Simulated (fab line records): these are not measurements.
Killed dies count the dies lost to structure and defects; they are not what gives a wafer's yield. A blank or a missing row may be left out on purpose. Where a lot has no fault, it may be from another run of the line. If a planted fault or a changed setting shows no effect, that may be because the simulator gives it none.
A struck lot beside a sound one || flow n5_finfet || 33 steps out of a route of 1938
Sound: wafers L949.1, L949.3, L949.4. The struck wafers were L963.2, L963.5, L963.6. Last of all comes the cause.
For every step that has rows: the tool of each side, followed by ch and its chambers, followed by its first start. Under that, the readings that differ: sound wafers || struck wafers || difference of the means || sigmas: that difference in standard deviations of wafers without a fault.
alike: readings with means less than 2 such deviations apart, plus words and numbers identical on both sides. not compared: withheld readings, readings lacking a value on some wafer, bounds such as >300 that could conceal the same value, and numbers that have no deviation in the record and whose values overlap.
The two part at a step that has a row with sigmas, a row that says differs or no value, or rows on one side only. Non-overlapping numbers with no deviation appear without sigmas and do not part them. Lack of a reading on every wafer of one side parts them only where that side has two or more wafers.

first, 2 steps without rows for these wafers: N5_FIN_SAQP_ETCH_69 (etches SOC in N2/H2, stops on SiNx, target depth 150 nm); N5_FIN_SAQP_ETCH_67 (etches SiNx in CH3F/O2, target depth 30 nm).
N5_FIN_SAQP_STRIP_70: strips in N2/H2.
  sound on rie_diel-02 ch 0,1,3, day 2 19:45; struck on rie_diel-06 ch 0,2, day 6 06:32
{"reading": "rf_vpp_V (V)", "sound": "123.8 123.3 123.2", "struck": "119.6 122.5 120.5", "difference": -2.6, "sigmas": -3}
{"reading": "showerhead_plenum_p_Torr (Torr)", "sound": "3.44 3.50 3.56", "struck": "3.20 3.41 3.20", "difference": -0.23, "sigmas": -2}
  alike: drypump_motor_current_A, h2_flow_sccm, oes_product_au, throttle_valve_pct
  not compared: rf_hours_counter_h
N5_FIN_SAQP_RECESS_71: chemistry HF/NH3, target SiO2, target depth 3 nm, afs cycles 1, sublimation time 60 s.
  sound on vapor_etch-02 ch 0,1, day 2 19:49; struck on vapor_etch-01 ch 0,1, day 6 06:36
  alike: drypump_motor_current_A
N5_FIN_SAQP_SPACER2_ALD_28: deposits SiO2, target thk 8.1 nm, pulse time 1 s, purge time 2 s.
  sound on ald_sin-04 ch 0,1,3, day 2 19:57; struck on ald_sin-03 ch 0,3, day 6 06:54
  alike: chamber_pressure_Torr, heater_power_w, precursor_pulse_height_rel
then, 2 steps without rows for these wafers: N5_FIN_SAQP_SPACER2_ETCHBACK_29 (etches SiO2 in CHF3/O2, target depth 12.2 nm, time 6.1 s); N5_FIN_SAQP_MANDREL2_REMOVE_60 (chemistry HBr/Cl2/O2, target a-Si, stops on SiNx, bt time 10 s).
N5_FIN_SAQP_CD_MEAS_31: target cd 8 nm.
  sound on cd_sem-01 ch 0, day 2 20:28; struck on cd_sem-02 ch 0, day 6 07:28
  alike: cd_nm
N5_FIN_SAQP_HM_OPEN_33: chemistry CH3F/O2, target SiNx, target depth 49.4 nm, time 70.6 s.
  sound on rie_diel-02 ch 0,1,3, day 2 20:31; struck on rie_diel-02 ch 0,1,2, day 6 07:41
  alike: drypump_motor_current_A, etch_rf_on_time_s, oes_product_au, rf_vpp_V, showerhead_plenum_p_Torr, throttle_valve_pct
  not compared: rf_hours_counter_h
then, 2 steps without rows for these wafers: N5_FIN_SAQP_ETCH_34 (etches SiO2 in C4F6/O2, target depth 45 nm, time 15 s); N5_FIN_SAQP_STRIP_77 (strips in N2/H2, time 90 s).
N5_FIN_SAQP_HM_CD_35: target cd 8 nm.
  sound on cd_sem-03 at day 2 20:44; struck on cd_sem-01 at day 6 07:55
  alike: cd_nm
N5_FIN_SAQP_ETCH_64: etches SiO2 in CF4, target depth 1.5 nm.
  sound on rie_si-05 ch 1,2,3, day 2 20:47; struck on rie_si-03 ch 0,1, day 6 07:57
  alike: drypump_motor_current_A, oes_product_au, throttle_valve_pct
  not compared: rf_hours_counter_h
N5_FIN_SAQP_FIN_ETCH_36: etches the open film in HBr/Cl2/O2, target depth 120 nm, time 50.4 s.
  sound on rie_si-05 ch 1,2,3, day 2 20:49; struck on rie_si-03 ch 0,1, day 6 07:58
  alike: drypump_motor_current_A, oes_product_au, throttle_valve_pct
  not compared: rf_hours_counter_h
N5_FIN_SAQP_CD_MEAS_37: target cd 8 nm.
  sound on cd_sem-02 at day 2 20:55; struck on cd_sem-01 at day 6 08:05
  alike: cd_nm
then, 3 steps without rows for these wafers: N5_FIN_SAQP_PRECLEAN_38 (cleans in O3/DIW, time 45 s); N5_FIN_SAQP_PRECLEAN_45 (cleans in dHF, time 10 s); N5_FIN_SAQP_SRD_39 (time 30 s).
N5_FIN_SAQP_OCD_MEAS_76:
  sound on ocd-02 at day 2 21:01; struck on ocd-01 at day 6 08:11
  alike: trench_depth_nm
N5_FIN_SAQP_INSPECT_40: inspects for defects (brightfield).
  sound on defect_inspect-02 at day 2 21:03; struck on defect_inspect-01 at day 6 08:13
{"reading": "raw_defect_count", "sound": "279 241 267", "struck": "571 697 469", "difference": "+317", "sigmas": "+5"}
then, 9 steps without rows for these wafers: N5_FIN_CUT_COAT_18 (time 60 s, resist thk 230 nm); N5_FIN_CUT_COAT_19 (time 60 s, resist thk 20 nm); N5_FIN_CUT_COAT_29 (time 60 s, resist thk 10 nm); N5_FIN_CUT_COAT_02 (resist thk 30 nm); N5_FIN_CUT_EBR_04; N5_FIN_CUT_SOFTBAKE_03 (time 60 s); N5_FIN_CUT_EXPOSE_05 (exposes mask FIN CUT); N5_FIN_CUT_PEB_06 (peb time 60 s); N5_FIN_CUT_DEVELOP_07 (develop time 30 s).
N5_FIN_CUT_CD_MEAS_08: target cd 29.1 nm.
  sound on cd_sem-02 ch 0, day 2 21:29; struck on cd_sem-02 ch 0, day 6 08:39
  alike: cd_nm
N5_FIN_CUT_OVL_MEAS_09:
  sound on overlay-02 ch 0, day 2 21:31; struck on overlay-01 ch 0, day 6 08:41
  alike: FIN_CUT_OVL
N5_FIN_CUT_INSPECT_10: inspects for defects (brightfield).
  sound on defect_inspect-01 at day 2 21:34; struck on defect_inspect-01 at day 6 08:44
{"reading": "raw_defect_count", "sound": "49 49 46", "struck": "352 338 315", "difference": "+287", "sigmas": "+26"}
then, 1 step without rows for these wafers: N5_FIN_CUT_DESCUM_13 (chemistry O2, time 7 s).

== WHERE THEY PART ==
First at N5_FIN_SAQP_STRIP_70; last, within this record, at N5_FIN_CUT_INSPECT_10.

WHY: whatever the simulator had introduced
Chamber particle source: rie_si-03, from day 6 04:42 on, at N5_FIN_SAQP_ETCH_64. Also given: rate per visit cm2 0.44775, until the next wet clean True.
